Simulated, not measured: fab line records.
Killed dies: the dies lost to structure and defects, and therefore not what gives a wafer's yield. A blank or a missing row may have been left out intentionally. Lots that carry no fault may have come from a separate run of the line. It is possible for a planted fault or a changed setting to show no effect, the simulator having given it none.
Matching of chambers + flow nand_harc + rie_si-01 running NHARC_A_ZERO_WELL_ETCH_13: 4 sister chambers
The step etches the open film in HBr/Cl2, target depth 120 nm, time 40.1 s. 8 wafers are shown with their chamber, then 11 later ones without.

WAFERS WITH THEIR CHAMBER
| wafer  | chamber | drypump_motor_current_A (A) | he_backside_leak_sccm (sccm) |
|--------|---------|-----------------------------|------------------------------|
| L083.6 | 3       | 5.8                         | 2.91                         |
| L084.4 | 0       | 5.5                         | 2.64                         |
| L084.5 | 2       | 6.5                         | 2.95                         |
| L084.6 | 1       | 6.0                         | 2.73                         |
| L087.3 | 1       | 5.9                         | 2.63                         |
| L087.5 | 2       | 6.5                         | 3.10                         |
| L087.6 | 3       | 5.8                         | 2.81                         |
| L088.3 | 0       | 5.5                         | 2.57                         |

WAFERS WITH NO CHAMBER GIVEN
| wafer  | drypump_motor_current_A (A) | he_backside_leak_sccm (sccm) |
|--------|-----------------------------|------------------------------|
| L088.5 | 5.8                         | 2.83                         |
| L088.6 | 6.5                         | 2.90                         |
| L090.1 | 5.8                         | 2.90                         |
| L090.4 | 5.5                         | 2.67                         |
| L090.5 | 5.5                         | 2.62                         |
| L094.2 | 5.8                         | 2.77                         |
| L094.3 | 5.5                         | 2.67                         |
| L094.4 | 6.5                         | 2.89                         |
| L096.1 | 5.8                         | 2.70                         |
| L096.5 | 5.8                         | 2.72                         |
| L096.6 | 5.5                         | 2.62                         |

CHAMBER TAKEN BY EACH
| wafer  | from the rows above | in truth |
|--------|---------------------|----------|
| L088.5 | 3                   | 3        |
| L088.6 | 2                   | 2        |
| L090.1 | 3                   | 3        |
| L090.4 | 0                   | 0        |
| L090.5 | 0                   | 0        |
| L094.2 | 3                   | 3        |
| L094.3 | 0                   | 0        |
| L094.4 | 2                   | 2        |
| L096.1 | 3                   | 3        |
| L096.5 | 3                   | 3        |
| L096.6 | 0                   | 0        |
Correctly placed: 11 of 11. Left unplaced by these rows: 0. Number placed wrongly: 0.
How it was worked out, from the rows above alone: a wafer's distance from a chamber is the root of the sum, over the readings, of the square of ((its reading less the chamber's mean) divided by the reading's scatter). The wafer belongs to the nearest chamber; if the next one is less than 2 further off, it can't be placed. The mean given for a chamber averages the wafers shown for that chamber. How the scatter is found: for the shown wafers, subtract from each reading the mean of its chamber, square and add these, divide the total by (wafers less chambers), then take the root.
